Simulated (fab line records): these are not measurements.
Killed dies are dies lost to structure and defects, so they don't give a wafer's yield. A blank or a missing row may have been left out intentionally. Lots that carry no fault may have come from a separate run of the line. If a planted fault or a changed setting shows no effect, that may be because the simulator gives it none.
Chamber matching + flow nand_harc + NHARC_THIN_TSV_ETCH_44 on rie_diel-02: 4 sister chambers
The step etches the open film in CF4/O2, target depth 1594.2 nm, time 797.1 s. 18 wafers are shown with their chamber, then 8 later ones without.

WAFERS, EACH WITH ITS CHAMBER
| wafer  | chamber | showerhead_plenum_p_Torr (Torr) | rf_vpp_V (V) | oes_product_au (a.u.) |
|--------|---------|---------------------------------|--------------|-----------------------|
| L712.2 | 3       | 1.77                            | 789          | 0.996                 |
| L712.5 | 2       | 1.89                            | 798          | 1.008                 |
| L712.6 | 1       | 1.77                            | 791          | 1.001                 |
| L715.1 | 2       | 1.89                            | 797          | 1.014                 |
| L715.4 | 0       | 1.75                            | 790          | 0.998                 |
| L715.5 | 3       | 1.77                            | 791          | 1.006                 |
| L716.1 | 2       | 1.89                            | 798          | 1.010                 |
| L716.3 | 1       | 1.77                            | 789          | 1.010                 |
| L716.5 | 3       | 1.77                            | 790          | 1.008                 |
| L718.1 | 3       | 1.77                            | 791          | 0.998                 |
| L718.2 | 0       | 1.75                            | 790          | 1.000                 |
| L718.4 | 2       | 1.89                            | 798          | 1.001                 |
| L717.5 | 3       | 1.77                            | 791          | 1.000                 |
| L717.6 | 2       | 1.89                            | 798          | 1.015                 |
| L726.1 | 3       | 1.77                            | 792          | 1.007                 |
| L726.4 | 0       | 1.74                            | 788          | 0.994                 |
| L726.6 | 2       | 1.89                            | 798          | 1.007                 |
| L729.2 | 2       | 1.89                            | 797          | 1.009                 |

SIGNATURES (means of the wafers above)
| reading                  | chamber 0 | chamber 1 | chamber 2 | chamber 3 | scatter within a chamber |
|--------------------------|-----------|-----------|-----------|-----------|--------------------------|
| showerhead_plenum_p_Torr | 1.7467    | 1.7700    | 1.8900    | 1.7700    | 0.00218                  |
| rf_vpp_V                 | 789.33    | 790.00    | 797.71    | 790.67    | 0.904                    |
| oes_product_au           | 0.99733   | 1.00550   | 1.00914   | 1.00250   | 0.00479                  |
Rule: a wafer's distance from a chamber is the root of the sum, over the readings, of the square of ((its reading less the chamber's mean) divided by the reading's scatter). If the next closest chamber is less than 2 further off than the closest, the wafer can't be placed; otherwise it belongs to the closest. How the scatter is found: for the shown wafers, subtract from each reading the mean of its chamber, square and add these, divide the total by (wafers less chambers), then take the root.

WAFERS MISSING THEIR CHAMBER
| wafer  | showerhead_plenum_p_Torr (Torr) | rf_vpp_V (V) | oes_product_au (a.u.) |
|--------|---------------------------------|--------------|-----------------------|
| L729.5 | 1.89                            | 796          | 1.017                 |
| L729.6 | 1.77                            | 788          | 0.999                 |
| L730.1 | 1.89                            | 798          | 1.009                 |
| L730.3 | 1.74                            | 789          | 0.991                 |
| L730.5 | 1.77                            | 789          | 1.018                 |
| L734.2 | 1.77                            | 791          | 1.008                 |
| L734.5 | 1.77                            | 791          | 1.003                 |
| L734.6 | 1.89                            | 797          | 1.015                 |

WHICH CHAMBER EACH ONE RAN IN
| wafer  | from the rows above     | in truth |
|--------|-------------------------|----------|
| L729.5 | 2                       | 2        |
| L729.6 | can't be placed: 1 or 3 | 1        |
| L730.1 | 2                       | 2        |
| L730.3 | 0                       | 0        |
| L730.5 | can't be placed: 1 or 3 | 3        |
| L734.2 | can't be placed: 3 or 1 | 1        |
| L734.5 | can't be placed: 3 or 1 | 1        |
| L734.6 | 2                       | 2        |
Correct placement for 4 of the 8. These rows do not allow placing 4 (true chamber among the candidates in 4). Number placed wrongly: 0.
